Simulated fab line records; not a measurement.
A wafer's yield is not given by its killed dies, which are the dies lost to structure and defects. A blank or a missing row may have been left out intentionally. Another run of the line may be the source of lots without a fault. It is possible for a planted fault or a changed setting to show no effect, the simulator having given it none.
Chamber matching + flow nand harc + pecvd-03 running NHARC_A_STAIRCASE_DEP_471: 3 sister chambers
The step deposits SiO2, target thk 100 nm. 6 wafers are shown with their chamber, then 12 later ones without.

WAFERS PAIRED WITH THEIR CHAMBERS
| wafer  | chamber | throttle valve pct (%) | heater power w (W) |
|--------|---------|------------------------|--------------------|
| L080.6 | 2       | 14.7                   | 541                |
| L082.4 | 2       | 14.1                   | 529                |
| L082.6 | 1       | 16.3                   | 593                |
| L084.2 | 0       | 15.4                   | 470                |
| L084.4 | 0       | 15.3                   | 479                |
| L084.5 | 1       | 16.4                   | 609                |

WAFERS MISSING THEIR CHAMBER
| wafer  | throttle valve pct (%) | heater power w (W) |
|--------|------------------------|--------------------|
| L089.2 | 14.5                   | 561                |
| L089.4 | 15.3                   | 536                |
| L089.5 | 16.2                   | 604                |
| L093.2 | 14.6                   | 454                |
| L093.3 | 15.7                   | 548                |
| L093.6 | 16.4                   | 583                |
| L097.1 | 16.4                   | 566                |
| L097.4 | 16.2                   | 541                |
| L097.6 | 14.3                   | 535                |
| L095.2 | 16.5                   | 574                |
| L095.3 | 14.6                   | 565                |
| L095.5 | 15.5                   | 539                |

THE CHAMBER EACH PASSED THROUGH
| wafer  | from the rows above          | in truth                   |
|--------|------------------------------|----------------------------|
| L089.2 | 2                            | 2                          |
| L089.4 | 2                            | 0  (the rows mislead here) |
| L089.5 | 1                            | 1                          |
| L093.2 | 0                            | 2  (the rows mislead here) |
| L093.3 | can't be placed: 2 or 1      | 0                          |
| L093.6 | 1                            | 1                          |
| L097.1 | 1                            | 1                          |
| L097.4 | can't be placed: 1 or 2 or 0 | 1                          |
| L097.6 | 2                            | 2                          |
| L095.2 | 1                            | 1                          |
| L095.3 | 2                            | 2                          |
| L095.5 | 2                            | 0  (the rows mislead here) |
Correct placement for 7 of the 12. Unplaceable from these rows: 2, with the true chamber sitting among the candidates in 1. Wrongly placed: 3.
How it was worked out, from the rows above alone: a wafer's distance from a chamber is the root of the sum, over the readings, of the square of ((its reading less the chamber's mean) divided by the reading's scatter). The wafer belongs to the nearest chamber; if the next one is less than 2 further off, it can't be placed. Each chamber's mean is taken over the wafers shown for it. How the scatter is found: for the shown wafers, subtract from each reading the mean of its chamber, square and add these, divide the total by (wafers less chambers), then take the root.
